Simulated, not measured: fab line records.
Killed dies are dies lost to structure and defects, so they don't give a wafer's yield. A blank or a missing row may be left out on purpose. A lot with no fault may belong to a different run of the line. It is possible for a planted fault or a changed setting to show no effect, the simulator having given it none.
fab line records    flow n5Finfet
[record] lots = 6  wafers = 18  lastDay = 18
route steps=1938 shown BEOL_M14@1725 PASSIVATION@1936
lots that met no fault: from a run of the same line without faults
startH: the number of hours between the record's first day and the start of the first shown wafer of the lot    waitH: how many hours have passed since the lot's step before this one    " as in the row above    L1.1+2: a row that stands for several wafers    - no value present, or no start provided    * or withheld: withheld    < > ~ a bound
route shown NAME@n: a module of which the file shows steps, and the number in the route of the first    usual: average and standard deviation across the fault-free wafers    same: alike in all rows    chamber/n: place in a boat    sites: per-site readings    _std_site: standard deviation of those values    _edge_site: outer sites' mean less inner sites'    radiusMm: how far each site lies from the wafer's centre    mask NAME#n: copy n    behind: the last tool/chamber to shape the wafer    hold: reason for holding the lot/hours on hold/outcome of the hold    device: the transistor (n, p or np) that didn't switch    end of line: at the end of the route, the tests of the same wafers    where a step has no rows: the recipe by itself    killed: not the wafer's yield, but the dies lost to structure and defects at the first sort    map: dies across one wafer; x = killed, . = not, _ = none there
set.NAME: the setting that was run; set.NAME@STEP: the one run at that earlier step    model.NAME: the simulator's own value behind a step, which no gauge read
lots at selected steps of the route; one table per step, one row per wafer
services: a tool's chamber out of use, with start hour (startH, from the record's first day; less than 0 if before it), hours out, and reason
[[steps]]
[step N5_BEOL_M14_HARDBAKE_14]
[recipe] tempC = 130  timeS = 120
[step N5_BEOL_M14_CD_MEAS_10]
[recipe] targetCdNm = 250  landingEnergyEv = 500  detector = seInlens  polarity = opening
[usual] cdNm = 250.8/1.8
lot.wafer  tool      chamber  startH  waitH  cdNm
L586.1     cdSem-01  0        264.14  -      246.2
L586.2     "         0        "       "      248.3
L586.3     "         0        "       "      250.5
L591.3     cdSem-02  0        278.67  -      252.1
L591.4     "         0        "       "      250.0
L591.5     "         0        "       "      251.2
L593.1     cdSem-03  0        302.61  -      249.8
L593.2     "         0        "       "      248.0
L593.6     "         0        "       "      250.4
L603.1     cdSem-03  0        368.80  -      249.5
L603.2     "         0        "       "      250.5
L603.4     "         0        "       "      249.0
L606.2     cdSem-01  0        383.36  -      251.5
L606.3     "         0        "       "      252.7
L606.4     "         0        "       "      249.8
L608.2     cdSem-02  0        404.60  -      250.4
L608.4     "         0        "       "      250.7
L608.6     "         0        "       "      249.6
[step N5_BEOL_M14_OVL_MEAS_11]
[recipe] pointsPerWafer = 44
[usual] V13_OVL = -3/4.5
lot.wafer  tool        chamber  startH  waitH  V13_OVL[nm]
L586.1     overlay-01  0        264.18  0.0    -4
L586.2     "           0        "       "      -2
L586.3     "           0        "       "      2
L591.3     overlay-01  0        278.70  0.0    4
L591.4     "           0        "       "      -1
L591.5     "           0        "       "      7
L593.1     overlay-02  0        302.64  0.0    -6
L593.2     "           0        "       "      -9
L593.6     "           0        "       "      -6
L603.1     overlay-01  0        368.83  0.0    -4
L603.2     "           0        "       "      -1
L603.4     "           0        "       "      1
L606.2     overlay-02  0        383.39  0.0    -4
L606.3     "           0        "       "      -4
L606.4     "           0        "       "      4
L608.2     overlay-02  0        404.63  0.0    2
L608.4     "           0        "       "      -1
L608.6     "           0        "       "      -8
[step N5_BEOL_M14_INSPECT_12]
[recipe] mode = adi  inspectInstrument = macro
[usual] rawDefectCount = 2.1/1.4
lot.wafer  tool              chamber  startH  waitH  rawDefectCount
L586.1     defectInspect-01  -        264.20  0.0    0
L586.2     "                 -        "       "      1
L586.3     "                 -        "       "      1
L591.3     defectInspect-01  -        278.73  0.0    3
L591.4     "                 -        "       "      2
L591.5     "                 -        "       "      1
L593.1     defectInspect-01  -        302.66  0.0    2
L593.2     "                 -        "       "      2
L593.6     "                 -        "       "      2
L603.1     defectInspect-02  -        368.85  0.0    5
L603.2     "                 -        "       "      6
L603.4     "                 -        "       "      2
L606.2     defectInspect-01  -        383.41  0.0    3
L606.3     "                 -        "       "      0
L606.4     "                 -        "       "      4
L608.2     defectInspect-01  -        404.65  0.0    4
L608.4     "                 -        "       "      0
L608.6     "                 -        "       "      2
[step N5_BEOL_M14_DESCUM_15]
[recipe] chemistry = O2  timeS = 7.9  sourcePowerW = 50  biasPowerW = 20  pressureMtorr = 20  rfFrequencyHz = 2.712e+07  tempC = 40  o2FlowSccm = 225
[usual] drypumpMotorCurrentA = 5.6/0.45  oesProductAu = 0.80/0.085  rfVppV = 243.3/1.5  showerheadPlenumPTorr = 2.10/0.079  throttleValvePct = 20.29/0.19
lot.wafer  tool        chamber  startH  waitH  drypumpMotorCurrentA  oesProductAu  rfHoursCounterH  rfVppV  showerheadPlenumPTorr  throttleValvePct
L586.1     rieDiel-04  0        264.31  0.1    5.7                   0.87          57               243.6   2.20                   20.17
L586.2     "           3        "       "      5.8                   0.70          198              242.3   2.06                   20.19
L586.3     "           2        "       "      5.7                   0.79          104              242.6   2.02                   20.22
L591.3     rieDiel-02  1        278.76  0.0    5.6                   0.75          176              241.5   1.99                   20.32
L591.4     "           0        "       "      5.3                   0.70          228              243.2   2.06                   20.30
L591.5     "           1        "       "      5.6                   0.74          -                243.2   1.99                   20.33
L593.1     rieDiel-04  1        302.71  0.0    6.4                   0.69          254              243.7   2.12                   20.53
L593.2     "           3        "       "      5.8                   0.69          211              242.4   2.05                   20.19
L593.6     "           0        "       "      5.7                   0.84          -                244.6   2.20                   20.18
L603.1     rieDiel-04  2        368.94  0.1    5.7                   0.77          147              241.5   2.01                   20.27
L603.2     "           0        "       "      5.7                   0.82          93               244.5   2.19                   20.21
L603.4     "           3        "       "      5.8                   0.69          233              242.4   2.05                   20.24
L606.2     rieDiel-04  0        383.45  0.0    5.7                   0.82          97               244.6   2.19                   20.21
L606.3     "           2        "       "      5.7                   0.76          151              240.9   2.01                   20.27
L606.4     "           3        "       "      5.8                   0.68          237              242.0   2.05                   20.25
L608.2     rieDiel-02  0        404.75  0.1    5.3                   0.94          13               241.6   2.05                   19.93
L608.4     "           3        "       "      5.7                   0.84          61               243.3   2.13                   19.97
L608.6     "           3        "       "      5.7                   0.84          -                243.1   2.13                   19.96
[step N5_BEOL_M14_ETCH_59]
[recipe] chemistry = N2/H2  target = BARC  targetDepthA = 890  overetchA = 267  timeS = 67.9  ionEnergyEv = 200  pressureMtorr = 30  sourceW = 840  biasW = 150  n2FlowSccm = 200  h2FlowSccm = 200
[usual] drypumpMotorCurrentA = 5.6/0.45  oesProductAu = 0.68/0.067  rfVppV = 524.4/2.8  showerheadPlenumPTorr = 2.56/0.1  throttleValvePct = 17.81/0.16
lot.wafer  tool        chamber  startH  waitH  drypumpMotorCurrentA  oesProductAu  rfHoursCounterH  rfVppV  showerheadPlenumPTorr  throttleValvePct
L586.1     rieDiel-04  0        264.35  0.0    5.7                   0.74          57               528.0   2.70                   17.80
L586.2     "           3        "       "      5.8                   0.62          198              522.2   2.53                   18.01
L586.3     "           2        "       "      5.8                   0.69          105              521.2   2.46                   17.60
L591.3     rieDiel-02  1        278.79  0.0    5.7                   0.64          176              521.7   2.43                   17.85
L591.4     "           0        "       "      5.3                   0.60          228              523.5   2.50                   17.81
L591.5     "           1        "       "      5.7                   0.63          -                520.7   2.43                   17.86
L593.1     rieDiel-04  1        302.74  0.0    6.4                   0.60          254              526.2   2.59                   18.05
L593.2     "           3        "       "      5.8                   0.60          211              523.1   2.53                   18.02
L593.6     "           0        "       "      5.7                   0.73          -                526.6   2.70                   17.82
L603.1     rieDiel-04  2        368.98  0.0    5.7                   0.64          147              522.5   2.44                   17.67
L603.2     "           0        "       "      5.7                   0.71          93               526.9   2.69                   17.87
L603.4     "           3        "       "      5.8                   0.59          233              522.6   2.52                   18.06
L606.2     rieDiel-04  0        383.48  0.0    5.7                   0.70          97               528.9   2.68                   17.86
L606.3     "           2        "       "      5.8                   0.64          151              519.7   2.44                   17.69
L606.4     "           3        "       "      5.8                   0.59          237              521.9   2.51                   18.06
L608.2     rieDiel-02  0        404.79  0.0    5.3                   0.79          13               522.6   2.49                   17.43
L608.4     "           3        "       "      5.6                   0.71          61               526.0   2.60                   17.61
L608.6     "           3        "       "      5.7                   0.71          -                524.0   2.60                   17.60
[step N5_BEOL_M14_VIA_ETCH_16]
[recipe] chemistry = C4F8/O2/Ar  target = SiO2  heInnerTorr = 15  heOuterTorr = 30  targetDepthA = 12313  timeS = withheld  ionEnergyEv = 800  pressureMtorr = 20  sourceW = 1905  biasW = 2040  Ar_flow_sccm = 400  C4F8_flow_sccm = 16  O2_flow_sccm = 12  ends = cleared
[usual] drypumpMotorCurrentA = 5.6/0.45  oesProductAu = 0.72/0.076  rfVppV = 2219/33  showerheadPlenumPTorr = 3.47/0.11  throttleValvePct = 30.80/0.18
lot.wafer  tool        chamber  startH  waitH  drypumpMotorCurrentA  oesProductAu  rfVppV  showerheadPlenumPTorr  throttleValvePct
L586.1     rieDiel-04  0        264.40  0.0    5.7                   0.79          2263    3.60                   30.53
L586.2     "           3        "       "      5.8                   0.65          2206    3.44                   30.87
L586.3     "           2        "       "      5.7                   0.72          2184    3.36                   30.73
L591.3     rieDiel-02  1        278.85  0.0    5.7                   0.66          2224    3.31                   30.93
L591.4     "           0        "       "      5.3                   0.63          2190    3.42                   30.88
L591.5     "           1        "       "      5.7                   0.67          2223    3.31                   30.95
L593.1     rieDiel-04  1        302.79  0.0    6.4                   0.62          2155    3.50                   30.87
L593.2     "           3        "       "      5.8                   0.64          2206    3.43                   30.89
L593.6     "           0        "       "      5.7                   0.77          2264    3.59                   30.54
L603.1     rieDiel-04  2        369.03  0.0    5.8                   0.69          2182    3.34                   30.78
L603.2     "           0        "       "      5.7                   0.74          2262    3.58                   30.56
L603.4     "           3        "       "      5.8                   0.62          2206    3.42                   30.90
L606.2     rieDiel-04  0        383.53  0.0    5.8                   0.74          2263    3.57                   30.56
L606.3     "           2        "       "      5.8                   0.68          2181    3.34                   30.78
L606.4     "           3        "       "      5.8                   0.62          2205    3.42                   30.90
L608.2     rieDiel-02  0        404.84  0.0    5.3                   0.85          2189    3.40                   30.62
L608.4     "           3        "       "      5.7                   0.77          2227    3.51                   30.61
L608.6     "           3        "       "      5.7                   0.76          2227    3.51                   30.61
[step N5_BEOL_M14_STRIP_63]
[recipe] chemistry = O2  powerW = 600  tempC = 60  pressureMtorr = 30  rfFrequencyHz = 6e+07  biasPowerW = 0  overashFraction = 0.3  o2FlowSccm = 225
[usual] drypumpMotorCurrentA = 5.6/0.45  oesProductAu = 0.80/0.085  rfVppV = 3.6/0.85  showerheadPlenumPTorr = 2.11/0.079  throttleValvePct = 16.55/0.18
lot.wafer  tool        chamber  startH  waitH  drypumpMotorCurrentA  oesProductAu  rfHoursCounterH  rfVppV  showerheadPlenumPTorr  throttleValvePct
L586.1     rieDiel-04  0        -       -      5.7                   0.88          57               3.3     2.21                   16.39
L586.2     "           3        "       "      5.8                   0.71          198              3.7     2.06                   16.53
L586.3     "           2        "       "      5.8                   0.79          105              3.2     2.03                   16.48
L591.3     rieDiel-02  1        -       -      5.6                   0.74          176              3.4     2.00                   16.60
L591.4     "           0        "       "      5.3                   0.71          228              4.1     2.06                   16.59
L591.5     "           1        "       "      5.7                   0.74          -                3.5     2.00                   16.60
L593.1     rieDiel-04  1        -       -      6.4                   0.69          254              3.2     2.12                   16.84
L593.2     "           3        "       "      5.8                   0.70          211              3.2     2.06                   16.56
L593.6     "           0        "       "      5.7                   0.85          -                1.8     2.20                   16.45
L603.1     rieDiel-04  2        -       -      5.7                   0.75          147              3.9     2.01                   16.61
L603.2     "           0        "       "      5.7                   0.82          93               1.0     2.19                   16.46
L603.4     "           3        "       "      5.8                   0.69          233              3.4     2.05                   16.58
L606.2     rieDiel-04  0        -       -      5.7                   0.81          97               3.5     2.19                   16.47
L606.3     "           2        "       "      5.7                   0.74          151              3.8     2.01                   16.62
L606.4     "           3        "       "      5.8                   0.68          237              5.9     2.05                   16.61
L608.2     rieDiel-02  0        -       -      5.3                   0.94          13               2.7     2.05                   16.16
L608.4     "           3        "       "      5.6                   0.83          61               4.2     2.13                   16.22
L608.6     "           3        "       "      5.6                   0.85          -                3.4     2.13                   16.22
[step N5_BEOL_M14_STRIP_64]
[recipe] chemistry = O2  powerW = 600  tempC = 60  pressureMtorr = 30  rfFrequencyHz = 6e+07  biasPowerW = 0  overashFraction = 0.3  o2FlowSccm = 225
[usual] drypumpMotorCurrentA = 5.6/0.45  oesProductAu = 0.80/0.085  rfVppV = 3.6/0.54  showerheadPlenumPTorr = 2.11/0.079  throttleValvePct = 16.55/0.18
lot.wafer  tool        chamber  startH  waitH  drypumpMotorCurrentA  oesProductAu  rfHoursCounterH  rfVppV  showerheadPlenumPTorr  throttleValvePct
L586.1     rieDiel-04  0        -       -      5.6                   0.87          57               3.7     2.21                   16.42
L586.2     "           3        "       "      5.8                   0.72          198              3.3     2.06                   16.52
L586.3     "           2        "       "      5.7                   0.80          105              3.4     2.03                   16.50
L591.3     rieDiel-02  1        -       -      5.7                   0.74          176              3.9     2.00                   16.59
L591.4     "           0        "       "      5.3                   0.70          228              3.4     2.06                   16.60
L591.5     "           1        "       "      5.7                   0.74          -                4.5     2.00                   16.57
L593.1     rieDiel-04  1        -       -      6.4                   0.68          254              4.3     2.12                   16.85
L593.2     "           3        "       "      5.8                   0.70          211              2.9     2.06                   16.55
L593.6     "           0        "       "      5.7                   0.85          -                3.6     2.20                   16.43
L603.1     rieDiel-04  2        -       -      5.7                   0.75          147              2.8     2.01                   16.58
L603.2     "           0        "       "      5.7                   0.81          93               4.4     2.19                   16.47
L603.4     "           3        "       "      5.8                   0.68          233              3.2     2.05                   16.60
L606.2     rieDiel-04  0        -       -      5.7                   0.82          97               3.4     2.19                   16.47
L606.3     "           2        "       "      5.7                   0.74          151              3.2     2.01                   16.59
L606.4     "           3        "       "      5.8                   0.68          237              3.0     2.05                   16.59
L608.2     rieDiel-02  0        -       -      5.3                   0.94          13               3.1     2.05                   16.16
L608.4     "           3        "       "      5.7                   0.84          61               3.6     2.13                   16.23
L608.6     "           3        "       "      5.7                   0.84          -                3.3     2.13                   16.22
[step N5_BEOL_M14_STRIP_71]
[recipe] chemistry = postEtchResidueRemover  timeS = 60  tempC = 25  removerPh = withheld  removerWaterWtPct = withheld  removerFluorideWtPct = withheld
[step N5_BEOL_M14_SRD_72]
[recipe] timeS = 30  tempC = 23  rinseLiquid = diw  dry = n2Spin  spinRpm = 1500  dryTimeS = 30
[step N5_BEOL_M14_CD_MEAS_17]
[recipe] targetCdNm = 250  polarity = opening
[usual] cdNm = 251.9/2.2
lot.wafer  tool      chamber  startH  waitH  cdNm
L586.1     cdSem-01  -        264.75  0.0    246.7
L586.2     "         -        "       "      249.3
L586.3     "         -        "       "      251.6
L591.3     cdSem-02  -        279.20  0.0    253.7
L591.4     "         -        "       "      251.1
L591.5     "         -        "       "      252.3
L593.1     cdSem-02  -        303.14  0.0    251.3
L593.2     "         -        "       "      249.9
L593.6     "         -        "       "      251.9
L603.1     cdSem-03  -        369.38  0.0    250.8
L603.2     "         -        "       "      251.0
L603.4     "         -        "       "      250.4
L606.2     cdSem-02  -        383.88  0.0    251.2
L606.3     "         -        "       "      252.7
L606.4     "         -        "       "      250.0
L608.2     cdSem-03  -        405.19  0.0    251.7
L608.4     "         -        "       "      252.0
L608.6     "         -        "       "      250.7
[step N5_BEOL_M14_COAT_65]
[recipe] resist = SOC  tempC = 250  timeS = 60  spinRpm = 1500  resistThkNm = 450
[usual] dispensePressureKPa = 49.0/0.64  spinSpeedRpm = 1500.1/0.84
lot.wafer  tool           chamber  startH  waitH  dispensePressureKPa  spinSpeedRpm  model.SOC_of_BEOL_M14_COAT_65.thkNm
L586.1     lithoTrack-03  0        264.79  0.0    48.5                 1501.6        449.6
L586.2     "              0        "       "      48.5                 1501.4        449
L586.3     "              0        "       "      48.5                 1501.5        449.4
L591.3     lithoTrack-03  0        279.23  0.0    48.5                 1646.7        432.4
L591.4     "              0        "       "      48.5                 1647.7        431.2
L591.5     "              0        "       "      48.5                 1648.0        430.6
L593.1     lithoTrack-03  0        303.18  0.0    48.5                 1646.0        428.6
L593.2     "              0        "       "      48.5                 1646.2        427.6
L593.6     "              0        "       "      48.5                 1645.7        428.6
L603.1     lithoTrack-03  0        369.41  0.0    48.5                 1500.1        451
L603.2     "              0        "       "      48.5                 1499.8        452
L603.4     "              0        "       "      48.5                 1499.5        452.2
L606.2     lithoTrack-03  0        383.92  0.0    48.5                 1500.7        449.8
L606.3     "              0        "       "      48.5                 1499.6        450.8
L606.4     "              0        "       "      48.5                 1500.6        449.4
L608.2     lithoTrack-04  0        405.23  0.0    49.7                 1497.8        449.6
L608.4     "              0        "       "      49.7                 1500.5        449.8
L608.6     "              0        "       "      49.7                 1500.5        449.8
[step N5_BEOL_M14_COAT_66]
[recipe] resist = SiARC  tempC = 220  timeS = 60  spinRpm = 1500  resistThkNm = 110
[step N5_PASSIVATION_PROBE_49]
[usual] defectLimitedYield = 91.1/1.4  killed_at_M0_to_M3 = 32/9.3  killed_at_M4_up = 13/5.8  killedAtContacts = 12/6.3  killedAtFrontEnd = 44/12  killedAtOther = 3.6/2.7  killedDies = 104/17  killedOpen = 69/13  killedShort = 34/6.9  sort_bin_4_leakage = 0.00/0.031  sort_bin_5_function = 5.2/0.98  sort_bin_6_memory = 3.3/0.59  sortNPass = 1075/17  sortYieldPct = 91.1/1.4
[same] grossDies = 1180  killedAtBackSide = 0  sort_bin_8_speed[%] = 0
lot.wafer  tool       chamber  startH  waitH  defectLimitedYield[%]  killed_at_M0_to_M3  killed_at_M4_up  killedAtContacts  killedAtFrontEnd  killedAtOther  killedDies  killedOpen  killedShort  sort_bin_4_leakage[%]  sort_bin_5_function[%]  sort_bin_6_memory[%]  sortNPass  sortYieldPct[%]
L608.2     prober-02  -        429.67  0.1    89.5                   48                  19               10                39                8              124         74          48           0                      6.9                     3.2                   1056       89.5
L608.4     prober-02  -        429.77  0.2    90.5                   22                  13               17                53                7              112         73          36           0                      5.8                     3.3                   1068       90.5
L608.6     prober-02  -        429.87  0.3    91.4                   26                  11               9                 53                3              102         63          30           0                      3.9                     3.8                   1078       91.4
// killed by level:class
L608.2 BEOL_M0_SAQP:geometricParticle:open=11 BEOL_M0_SAQP:geometricParticle:short=10 MOL_CONTACT_COAG:geometricParticle:open=9 BEOL_M2:geometricParticle:short=8 FIN_SAQP:geometricParticle:short=6 DUMMY_GATE:geometricParticle:open=6 STI_FIN_REVEAL:geometricParticle:open=6 BEOL_M1:geometricParticle:open=6
L608.4 MOL_CONTACT_COAG:geometricParticle:open=15 FIN_SAQP:geometricParticle:short=11 FIN_SAQP:geometricParticle:open=8 GATE_CUT:geometricParticle:short=6 BEOL_M0_SAQP:geometricParticle:open=6 STI_FIN_REVEAL:geometricParticle:open=5 DUMMY_GATE:geometricParticle:open=5 BEOL_M0_SAQP:geometricParticle:short=5
L608.6 FIN_SAQP:geometricParticle:open=16 FIN_SAQP:geometricParticle:short=10 STI_FIN_REVEAL:geometricParticle:open=7 BEOL_M0_SAQP:geometricParticle:open=7 HKMG_FIN:areaEtch=7 MOL_CONTACT_COAG:geometricParticle:open=6 BEOL_M2:geometricParticle:open=6 BEOL_M3:geometricParticle:open=4
[[services]]
tool           chamber  startH  hours  kind
rieDiel-02     2        244.49  -      clean
rieDiel-02     2        244.49  -      consumableReplace:focusRing
rieDiel-02     2        244.49  -      consumableReplace:showerhead
rieDiel-02     2        244.49  30.8   scheduledDown
rieDiel-02     2        244.49  30.8   ventCycle
lithoTrack-03  -        257.94  -      consumableReplace:filter
rieDiel-02     1        300.39  15.4   repair
rieDiel-02     3        305.25  2.1    repair
rieDiel-04     1        308.27  2.9    repair
rieDiel-04     0        311.57  9.9    repair
rieDiel-02     0        338.41  -      clean
rieDiel-02     0        338.41  -      consumableReplace:focusRing
rieDiel-02     0        338.41  14.4   scheduledDown
rieDiel-02     0        338.41  14.4   ventCycle
rieDiel-04     3        346.23  10.6   repair
rieDiel-04     -        352.25  0.6    repair
rieDiel-02     0        389.92  9.1    repair
[[key]]
[firstSign] step = N5_BEOL_M14_COAT_65  reading = spinSpeedRpm  direction = up  sigmas = 99+  usual = *  struck = *
effect none on later readings
[modelEffect] step = N5_BEOL_M14_COAT_65  value = SOC_of_BEOL_M14_COAT_65.thkNm  without = 450.2  struck = 429.8
metAt N5_BEOL_M14_COAT_65
struckWafers L591.3,L591.4,L591.5,L593.1,L593.2,L593.6
onsetBetween 264.79 279.23
[fault] kind = processParameterDrift  tool = lithoTrack-03  chamber = -  onsetH = 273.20  steps = N5_BEOL_M14_COAT_65  channel = spinRpm  offset = *  shape = step  endH = 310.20  actsIn = *  stated = *
